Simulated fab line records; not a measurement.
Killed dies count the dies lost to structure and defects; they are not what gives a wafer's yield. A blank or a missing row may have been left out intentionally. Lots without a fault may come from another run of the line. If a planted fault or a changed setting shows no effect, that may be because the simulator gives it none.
Chamber matching + flow n5-finfet + 4 sister chambers for N5_HKMG_FIN_ALD_91 on ald-metal-02
The step deposits TiN, target thk 1 nm, pulse time 1 s, purge time 3 s. 4 wafers are shown with their chamber, then 7 later ones without.

== WAFERS WITH THEIR CHAMBER ==
| wafer  | chamber | heater-power-w (W) |
|--------|---------|--------------------|
| L160.4 | 3       | 897                |
| L163.5 | 2       | 955                |
| L166.2 | 0       | 994                |
| L166.3 | 1       | 895                |

== WAFERS WITH NO CHAMBER GIVEN ==
| wafer  | heater-power-w (W) |
|--------|--------------------|
| L166.4 | 967                |
| L170.2 | 908                |
| L170.4 | 973                |
| L170.5 | 970                |
| L173.2 | 948                |
| L173.3 | 906                |
| L173.4 | 986                |

== THE CHAMBER EACH PASSED THROUGH ==
| wafer  | from the rows above     | in truth |
|--------|-------------------------|----------|
| L166.4 | can't be placed: 2 or 0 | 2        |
| L170.2 | can't be placed: 3 or 1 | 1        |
| L170.4 | can't be placed: 2 or 0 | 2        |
| L170.5 | can't be placed: 2 or 0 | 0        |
| L173.2 | 2                       | 2        |
| L173.3 | can't be placed: 3 or 1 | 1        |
| L173.4 | can't be placed: 0 or 2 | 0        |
Correct placement for 1 of the 7. From these rows, 6 cannot be placed; in 6 the true chamber is one of the candidates. 0 placed wrongly.
How it was worked out, from the rows above alone: a wafer's distance from a chamber is the root of the sum, over the readings, of the square of ((its reading less the chamber's mean) divided by the reading's scatter). The wafer belongs to the nearest chamber; if the next one is less than 2 further off, it can't be placed. A chamber's mean is the mean of its shown wafers. The scatter (one wafer shown for each chamber): square how far every hidden wafer sits from the nearest shown wafer, average those squares and take the square root.
